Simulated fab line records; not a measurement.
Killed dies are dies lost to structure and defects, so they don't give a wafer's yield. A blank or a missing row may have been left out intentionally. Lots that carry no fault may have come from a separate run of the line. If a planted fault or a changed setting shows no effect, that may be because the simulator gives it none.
A sampling plan put to the test + flow nandHarc + one fab line, 40 faults that these records tell of, each judged on the records of the lots that it struck; 1 more is left out, because the records don't allow judging it
Plan = the line's own looks (route steps where a gauge or an inspection reads the wafer without altering it). A look can be judged if struck wafers have a number there and the file gives its usual mean and standard deviation on fault-free wafers. Caught: the struck wafers' mean, at a look after the fault's first step, is 4 or more of those standard deviations (sigma) away from the usual mean. On the tool: the fault's steps, tested the same way using the tool's own readings. Caught also covers a different recipe on the struck wafers, or a record left blank for those wafers only.

## THE FAULTS, as the simulator had put them in
1. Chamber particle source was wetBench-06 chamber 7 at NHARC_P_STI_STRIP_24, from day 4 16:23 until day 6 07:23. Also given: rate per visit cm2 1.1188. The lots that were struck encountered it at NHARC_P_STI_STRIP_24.
2. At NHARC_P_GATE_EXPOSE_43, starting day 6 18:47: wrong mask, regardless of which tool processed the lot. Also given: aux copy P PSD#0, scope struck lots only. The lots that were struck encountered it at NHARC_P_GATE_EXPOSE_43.
3. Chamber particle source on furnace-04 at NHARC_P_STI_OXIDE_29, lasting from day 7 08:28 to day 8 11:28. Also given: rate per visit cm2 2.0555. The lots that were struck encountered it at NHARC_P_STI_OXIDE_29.
4. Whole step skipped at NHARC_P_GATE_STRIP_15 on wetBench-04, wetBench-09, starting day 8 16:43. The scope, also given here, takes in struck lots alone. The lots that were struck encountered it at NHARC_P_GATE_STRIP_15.
5. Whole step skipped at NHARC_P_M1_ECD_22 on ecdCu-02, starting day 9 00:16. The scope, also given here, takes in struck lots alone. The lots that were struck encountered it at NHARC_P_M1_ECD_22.
6. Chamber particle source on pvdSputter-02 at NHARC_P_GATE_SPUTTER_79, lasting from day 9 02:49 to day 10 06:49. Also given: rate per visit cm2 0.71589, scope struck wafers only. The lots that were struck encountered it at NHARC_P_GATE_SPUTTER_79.
7. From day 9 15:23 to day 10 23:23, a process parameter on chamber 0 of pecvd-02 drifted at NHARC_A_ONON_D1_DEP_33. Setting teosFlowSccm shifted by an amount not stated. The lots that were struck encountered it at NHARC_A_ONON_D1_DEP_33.
8. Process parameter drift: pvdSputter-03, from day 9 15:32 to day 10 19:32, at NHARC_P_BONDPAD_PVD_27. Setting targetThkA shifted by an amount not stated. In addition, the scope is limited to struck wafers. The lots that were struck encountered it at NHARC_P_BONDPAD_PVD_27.
9. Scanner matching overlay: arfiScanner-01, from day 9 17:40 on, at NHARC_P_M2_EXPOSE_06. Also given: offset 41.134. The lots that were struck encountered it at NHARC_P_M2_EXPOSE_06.
10. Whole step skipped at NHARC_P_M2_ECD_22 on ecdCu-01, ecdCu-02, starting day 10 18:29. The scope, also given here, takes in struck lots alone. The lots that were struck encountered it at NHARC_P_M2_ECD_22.
11. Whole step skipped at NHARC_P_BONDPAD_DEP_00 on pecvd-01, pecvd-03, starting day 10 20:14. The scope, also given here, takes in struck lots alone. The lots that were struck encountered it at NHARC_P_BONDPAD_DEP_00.
12. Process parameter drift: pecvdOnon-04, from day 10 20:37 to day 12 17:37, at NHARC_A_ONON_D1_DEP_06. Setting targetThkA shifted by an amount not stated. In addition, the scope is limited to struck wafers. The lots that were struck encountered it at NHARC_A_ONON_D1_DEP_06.
13. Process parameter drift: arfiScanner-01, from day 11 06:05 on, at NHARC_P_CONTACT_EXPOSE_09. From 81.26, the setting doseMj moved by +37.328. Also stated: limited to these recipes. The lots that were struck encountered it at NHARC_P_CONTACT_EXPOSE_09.
14. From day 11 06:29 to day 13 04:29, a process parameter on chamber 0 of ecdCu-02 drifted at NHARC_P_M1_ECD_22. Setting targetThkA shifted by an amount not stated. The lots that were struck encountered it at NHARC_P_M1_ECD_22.
15. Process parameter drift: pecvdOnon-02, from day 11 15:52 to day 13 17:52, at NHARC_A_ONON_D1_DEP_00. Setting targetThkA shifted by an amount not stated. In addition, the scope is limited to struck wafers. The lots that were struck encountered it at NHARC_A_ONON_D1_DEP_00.
16. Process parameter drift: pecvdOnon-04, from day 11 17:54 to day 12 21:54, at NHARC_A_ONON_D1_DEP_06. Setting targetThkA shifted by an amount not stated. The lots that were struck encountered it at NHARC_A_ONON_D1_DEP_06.
17. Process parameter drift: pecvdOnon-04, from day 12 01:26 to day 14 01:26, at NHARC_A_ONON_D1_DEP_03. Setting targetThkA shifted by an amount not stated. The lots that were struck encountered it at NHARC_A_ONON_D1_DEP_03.
18. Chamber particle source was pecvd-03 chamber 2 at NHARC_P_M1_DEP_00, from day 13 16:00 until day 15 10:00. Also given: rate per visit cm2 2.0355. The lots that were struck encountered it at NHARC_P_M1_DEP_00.
19. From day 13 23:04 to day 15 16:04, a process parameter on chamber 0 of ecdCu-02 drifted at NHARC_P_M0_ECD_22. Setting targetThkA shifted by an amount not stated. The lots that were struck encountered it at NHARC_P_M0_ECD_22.
20. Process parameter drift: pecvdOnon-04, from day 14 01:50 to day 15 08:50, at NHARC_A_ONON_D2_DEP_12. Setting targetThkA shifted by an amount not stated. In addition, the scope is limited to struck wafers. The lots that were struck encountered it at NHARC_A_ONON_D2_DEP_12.
21. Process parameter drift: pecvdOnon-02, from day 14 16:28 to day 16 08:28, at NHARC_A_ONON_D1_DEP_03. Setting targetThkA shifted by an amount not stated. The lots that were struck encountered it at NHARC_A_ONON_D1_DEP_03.
22. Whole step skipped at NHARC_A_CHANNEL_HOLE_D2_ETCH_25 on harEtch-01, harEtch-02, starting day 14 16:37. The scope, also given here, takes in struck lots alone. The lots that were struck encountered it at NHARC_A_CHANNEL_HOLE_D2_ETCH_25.
23. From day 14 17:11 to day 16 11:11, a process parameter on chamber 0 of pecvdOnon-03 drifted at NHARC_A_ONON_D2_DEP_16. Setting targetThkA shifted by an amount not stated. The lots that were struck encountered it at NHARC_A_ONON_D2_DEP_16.
24. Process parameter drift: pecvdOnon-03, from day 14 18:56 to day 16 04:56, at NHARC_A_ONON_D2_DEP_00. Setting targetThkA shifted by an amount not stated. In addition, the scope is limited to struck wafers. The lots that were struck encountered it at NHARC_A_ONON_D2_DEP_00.
25. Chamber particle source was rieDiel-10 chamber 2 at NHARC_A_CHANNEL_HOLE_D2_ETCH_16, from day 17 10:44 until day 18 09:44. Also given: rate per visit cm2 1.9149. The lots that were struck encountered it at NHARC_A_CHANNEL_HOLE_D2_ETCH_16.
26. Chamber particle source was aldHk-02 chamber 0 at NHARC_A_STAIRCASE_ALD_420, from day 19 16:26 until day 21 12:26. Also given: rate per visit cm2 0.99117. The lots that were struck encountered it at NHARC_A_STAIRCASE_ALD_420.
27. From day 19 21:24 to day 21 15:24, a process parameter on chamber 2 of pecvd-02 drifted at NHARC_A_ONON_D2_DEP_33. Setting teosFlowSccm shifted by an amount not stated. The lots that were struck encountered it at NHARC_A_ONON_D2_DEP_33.
28. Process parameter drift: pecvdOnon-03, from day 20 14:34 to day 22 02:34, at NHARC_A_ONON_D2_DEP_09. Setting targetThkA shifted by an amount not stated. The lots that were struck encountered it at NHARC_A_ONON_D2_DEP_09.
29. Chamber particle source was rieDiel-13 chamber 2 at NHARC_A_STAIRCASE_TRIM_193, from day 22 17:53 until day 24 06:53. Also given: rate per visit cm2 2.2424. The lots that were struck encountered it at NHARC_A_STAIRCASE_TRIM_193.
30. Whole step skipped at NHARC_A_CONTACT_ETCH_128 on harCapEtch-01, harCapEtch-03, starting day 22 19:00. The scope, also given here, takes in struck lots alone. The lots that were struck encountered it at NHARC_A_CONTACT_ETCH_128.
31. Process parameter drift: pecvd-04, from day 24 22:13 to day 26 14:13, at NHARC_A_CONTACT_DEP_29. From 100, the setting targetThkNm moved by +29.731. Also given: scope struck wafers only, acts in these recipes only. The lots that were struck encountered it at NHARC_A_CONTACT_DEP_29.
32. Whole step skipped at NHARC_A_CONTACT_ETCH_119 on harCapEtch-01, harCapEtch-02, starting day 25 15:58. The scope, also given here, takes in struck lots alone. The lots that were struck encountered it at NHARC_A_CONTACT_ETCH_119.
33. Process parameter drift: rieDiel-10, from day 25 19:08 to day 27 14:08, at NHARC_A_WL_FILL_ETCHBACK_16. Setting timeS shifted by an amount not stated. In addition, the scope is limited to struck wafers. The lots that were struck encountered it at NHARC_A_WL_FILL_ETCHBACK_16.
34. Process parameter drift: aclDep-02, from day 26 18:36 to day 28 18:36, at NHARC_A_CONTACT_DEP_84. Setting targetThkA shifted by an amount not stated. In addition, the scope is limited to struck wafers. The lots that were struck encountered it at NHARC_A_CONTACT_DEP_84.
35. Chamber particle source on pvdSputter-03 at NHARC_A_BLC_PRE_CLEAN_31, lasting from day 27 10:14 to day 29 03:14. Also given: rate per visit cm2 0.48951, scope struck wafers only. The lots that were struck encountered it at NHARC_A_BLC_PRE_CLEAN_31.
36. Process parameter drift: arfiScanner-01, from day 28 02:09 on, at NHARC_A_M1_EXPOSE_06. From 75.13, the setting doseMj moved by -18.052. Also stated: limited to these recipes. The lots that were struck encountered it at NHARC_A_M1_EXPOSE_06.
37. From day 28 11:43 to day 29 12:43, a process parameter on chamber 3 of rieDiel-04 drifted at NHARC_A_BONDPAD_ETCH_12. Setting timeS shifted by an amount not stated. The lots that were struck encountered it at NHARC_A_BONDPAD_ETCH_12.
38. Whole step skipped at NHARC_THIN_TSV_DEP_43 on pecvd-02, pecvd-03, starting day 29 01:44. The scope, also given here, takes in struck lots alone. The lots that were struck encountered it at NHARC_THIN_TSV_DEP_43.
39. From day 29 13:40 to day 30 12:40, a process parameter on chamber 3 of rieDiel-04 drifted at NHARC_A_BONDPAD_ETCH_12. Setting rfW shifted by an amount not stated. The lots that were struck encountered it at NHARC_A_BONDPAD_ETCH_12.
40. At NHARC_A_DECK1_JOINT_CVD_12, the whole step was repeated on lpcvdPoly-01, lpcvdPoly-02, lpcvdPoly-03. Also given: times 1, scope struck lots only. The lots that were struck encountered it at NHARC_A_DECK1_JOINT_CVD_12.

## WHAT THE PLAN SAW
| fault | on the tool itself                               | first look that catches it                      | reading, sigma                                      | median hours from its first step to that look | hours from the fault's start to the first struck lot there | judged looks passed uncaught |
|-------|--------------------------------------------------|-------------------------------------------------|-----------------------------------------------------|-----------------------------------------------|------------------------------------------------------------|------------------------------|
| 1     | under 2 sigma                                    | NHARC_P_STI_INSPECT_25                          | rawDefectCount +8.1                                 | 10.0                                          | 18                                                         | 0                            |
| 2     | no reading that can be judged                    | NHARC_END_SORT_01                               | killedAtPeriphery +99 or beyond                     | 439.6                                         | 440                                                        | 1                            |
| 3     | no reading that can be judged                    | NHARC_P_STI_INSPECT_11                          | rawDefectCount +99 or beyond                        | 11.4                                          | 21                                                         | 0                            |
| 4     | the tool's record is blank for the struck wafers | NHARC_END_SORT_01                               | killedAtPeriphery +99 or beyond                     | 480.4                                         | 474                                                        | 0                            |
| 5     | the tool's record is blank for the struck wafers | NHARC_P_M1_THK_MEAS_24                          | thkNm -90                                           | 0.9                                           | 4                                                          | 0                            |
| 6     | no reading that can be judged                    | NHARC_P_GATE_INSPECT_68                         | rawDefectCount +5.9                                 | 0.8                                           | 13                                                         | 0                            |
| 7     | mfcPrecursorSccm +99 or beyond sigma             | NHARC_A_ONON_D1_THK_MEAS_34                     | thkNm +53                                           | 0.3                                           | 4                                                          | 0                            |
| 8     | under 2 sigma                                    | NHARC_END_SORT_01                               | killedAtPeriphery +99 or beyond                     | 413.7                                         | 432                                                        | 0                            |
| 9     | under 2 sigma                                    | NHARC_P_M2_OVL_MEAS_10                          | overlayXNm +52                                      | 0.2                                           | 12                                                         | 0                            |
| 10    | the tool's record is blank for the struck wafers | NHARC_P_M2_THK_MEAS_24                          | thkNm -71                                           | 1.0                                           | 7                                                          | 0                            |
| 11    | the tool's record is blank for the struck wafers | NHARC_END_SORT_01                               | killedAtPeriphery +99 or beyond                     | 435.0                                         | 423                                                        | 0                            |
| 12    | under 2 sigma                                    | NHARC_A_ONON_D1_THK_MEAS_08                     | thkNm -23                                           | 0.5                                           | 8                                                          | 0                            |
| 13    | exposureDoseMJCm2 +99 or beyond sigma            | NHARC_P_CONTACT_CD_MEAS_12                      | cdNm +29                                            | 0.1                                           | 20                                                         | 0                            |
| 14    | no reading that can be judged                    | no look after it can be judged                  | -                                                   | -                                             | -                                                          | 0                            |
| 15    | under 2 sigma                                    | NHARC_A_ONON_D1_THK_MEAS_02                     | thkNm +84                                           | 0.5                                           | 4                                                          | 0                            |
| 16    | under 2 sigma                                    | NHARC_A_ONON_D1_THK_MEAS_08                     | thkNm +5.7                                          | 0.5                                           | 14                                                         | 0                            |
| 17    | no reading that can be judged                    | NHARC_A_ONON_D1_THK_MEAS_05                     | thkNm -48                                           | 0.5                                           | 6                                                          | 0                            |
| 18    | under 2 sigma                                    | NHARC_P_M1_INSPECT_11                           | rawDefectCount +99 or beyond                        | 0.8                                           | 5                                                          | 1                            |
| 19    | no reading that can be judged                    | none of the 2 looks that can be judged after it | -                                                   | -                                             | -                                                          | 2                            |
| 20    | under 2 sigma                                    | NHARC_A_ONON_D2_THK_MEAS_14                     | thkNm +49                                           | 0.5                                           | 15                                                         | 0                            |
| 21    | no reading that can be judged                    | NHARC_A_ONON_D1_THK_MEAS_05                     | thkNm -96                                           | 0.5                                           | 17                                                         | 0                            |
| 22    | the tool's record is blank for the struck wafers | NHARC_A_CHANNEL_HOLE_D2_CD_MEAS_31              | cdNm -68                                            | 2.5                                           | 5                                                          | 0                            |
| 23    | no reading that can be judged                    | NHARC_A_ONON_D2_THK_MEAS_18                     | thkNm +57                                           | 0.4                                           | 17                                                         | 0                            |
| 24    | no reading that can be judged                    | NHARC_A_ONON_D2_THK_MEAS_02                     | thkNm +92                                           | 0.5                                           | 5                                                          | 0                            |
| 25    | only faintly: throttleValvePct +2.6 sigma        | NHARC_A_CHANNEL_HOLE_D2_INSPECT_40              | rawDefectCount +16                                  | 8.8                                           | 25                                                         | 0                            |
| 26    | only faintly: precursorPulseHeightRel +2.1 sigma | NHARC_END_SORT_01                               | killedAtArray +4.8                                  | 189.2                                         | 215                                                        | 0                            |
| 27    | mfcPrecursorSccm -56 sigma                       | NHARC_A_ONON_D2_THK_MEAS_34                     | thkNm -10                                           | 0.4                                           | 1                                                          | 0                            |
| 28    | no reading that can be judged                    | NHARC_A_ONON_D2_THK_MEAS_11                     | thkNm +62                                           | 0.5                                           | 7                                                          | 0                            |
| 29    | under 2 sigma                                    | NHARC_END_SORT_01                               | killedAtArray +5.3                                  | 215.7                                         | 243                                                        | 0                            |
| 30    | the tool's record is blank for the struck wafers | NHARC_END_SORT_01                               | killedDies +36                                      | 58.6                                          | 56                                                         | 0                            |
| 31    | under 2 sigma                                    | NHARC_END_SORT_01                               | killedDies +36                                      | 71.3                                          | 82                                                         | 0                            |
| 32    | the tool's record is blank for the struck wafers | NHARC_END_SORT_01                               | killedDies +36                                      | 69.1                                          | 67                                                         | 0                            |
| 33    | runLengthS -47 sigma                             | NHARC_END_SORT_01                               | killedAtArray +36                                   | 88.6                                          | 102                                                        | 0                            |
| 34    | under 2 sigma                                    | NHARC_END_SORT_01                               | killedDies +33                                      | 52.9                                          | 69                                                         | 0                            |
| 35    | no reading that can be judged                    | none of the 2 looks that can be judged after it | strongest: killedAtArray at NHARC_END_SORT_01, +3.7 | -                                             | -                                                          | 2                            |
| 36    | exposureDoseMJCm2 -99 or beyond sigma            | NHARC_A_M1_CD_MEAS_09                           | cdNm -23                                            | 0.1                                           | 27                                                         | 0                            |
| 37    | runLengthS -46 sigma                             | NHARC_END_SORT_01                               | defectLimitedYield -36                              | 30.7                                          | 40                                                         | 0                            |
| 38    | the tool's record is blank for the struck wafers | NHARC_END_SORT_01                               | killedAtOther +99 or beyond                         | 19.8                                          | 23                                                         | 0                            |
| 39    | rfFwdPowerW -99 or beyond sigma                  | NHARC_END_SORT_01                               | defectLimitedYield -36                              | 36.8                                          | 40                                                         | 0                            |
| 40    | no reading that can be judged                    | no look after it can be judged                  | -                                                   | -                                             | -                                                          | 0                            |
Dash: fault not caught, or number not given in these records.

Caught at a look: 36 of 40. Caught on the tool: 15 of 40. By one or the other: 36 of 40.
Caught at a look alone: faults 1, 2, 3, 6, 8, 9, 12, 15, 16, 17, 18, 20, 21, 23, 24, 25, 26, 28, 29, 31, 34.
Caught by neither: faults 14, 19, 35, 40.

## THINNER SAMPLING
If the look that catches a fault measured only every second or every third lot, by lot number, the first struck lot would be measured this late in the worst case:
| fault | struck lots at that look, in order of time | every lot | every second lot | every third lot |
|-------|--------------------------------------------|-----------|------------------|-----------------|
| 1     | L220, L221, L222                           | 18 h      | 22 h             | 32 h            |
| 2     | L473                                       | 440 h     | may miss it      | may miss it     |
| 3     | L856, L857                                 | 21 h      | 30 h             | may miss all 2  |
| 4     | L629, L630                                 | 474 h     | 502 h            | may miss all 2  |
| 5     | L162, L163                                 | 4 h       | 15 h             | may miss all 2  |
| 6     | L396, L397                                 | 13 h      | 17 h             | may miss all 2  |
| 7     | L761, L762                                 | 4 h       | 20 h             | may miss all 2  |
| 8     | L423, L424                                 | 432 h     | 449 h            | may miss all 2  |
| 9     | L345, L349                                 | 12 h      | may miss all 2   | may miss all 2  |
| 10    | L813, L814                                 | 7 h       | 16 h             | may miss all 2  |
| 11    | L762, L763, L764                           | 423 h     | 451 h            | 461 h           |
| 12    | L781, L784                                 | 8 h       | 36 h             | may miss all 2  |
| 13    | L292, L294, L295                           | 20 h      | 55 h             | may miss all 3  |
| 15    | L934, L936                                 | 4 h       | may miss all 2   | may miss all 2  |
| 16    | L828, L829                                 | 14 h      | 24 h             | may miss all 2  |
| 17    | L670, L672                                 | 6 h       | may miss all 2   | may miss all 2  |
| 18    | L129                                       | 5 h       | may miss it      | may miss it     |
| 20    | L356, L357                                 | 15 h      | 24 h             | may miss all 2  |
| 21    | L408, L410                                 | 17 h      | may miss all 2   | may miss all 2  |
| 22    | L285, L286, L287                           | 5 h       | 13 h             | 21 h            |
| 23    | L358, L360                                 | 17 h      | may miss all 2   | may miss all 2  |
| 24    | L781, L784                                 | 5 h       | 33 h             | may miss all 2  |
| 25    | L383                                       | 25 h      | may miss it      | may miss it     |
| 26    | L332                                       | 215 h     | may miss it      | may miss it     |
| 27    | L462, L464                                 | 1 h       | may miss all 2   | may miss all 2  |
| 28    | L240, L242                                 | 7 h       | may miss all 2   | may miss all 2  |
| 29    | L689, L691                                 | 243 h     | may miss all 2   | may miss all 2  |
| 30    | L852, L851, L853                           | 56 h      | 65 h             | 80 h            |
| 31    | L587, L589                                 | 82 h      | may miss all 2   | may miss all 2  |
| 32    | L131, L132, L133                           | 67 h      | 95 h             | 105 h           |
| 33    | L624, L625, L628                           | 102 h     | 118 h            | may miss all 3  |
| 34    | L569, L572                                 | 69 h      | 93 h             | may miss all 2  |
| 36    | L811, L813, L814                           | 27 h      | 38 h             | may miss all 3  |
| 37    | L464, L465                                 | 40 h      | 51 h             | may miss all 2  |
| 38    | L502, L504                                 | 23 h      | may miss all 2   | may miss all 2  |
| 39    | L646                                       | 40 h      | may miss it      | may miss it     |
Hours are from the fault's start to the first struck lot that is measured. The test against the limit of 4 sigma pooled every struck wafer, which means one lot taken alone may stay below that limit. Other struck lots may not be in these records.

## THE LONGEST TIMED WAY FROM STEP TO LOOK
Fault 4: median gap of 480.4 hours between NHARC_P_GATE_STRIP_15 and NHARC_END_SORT_01. No look between them can be judged.
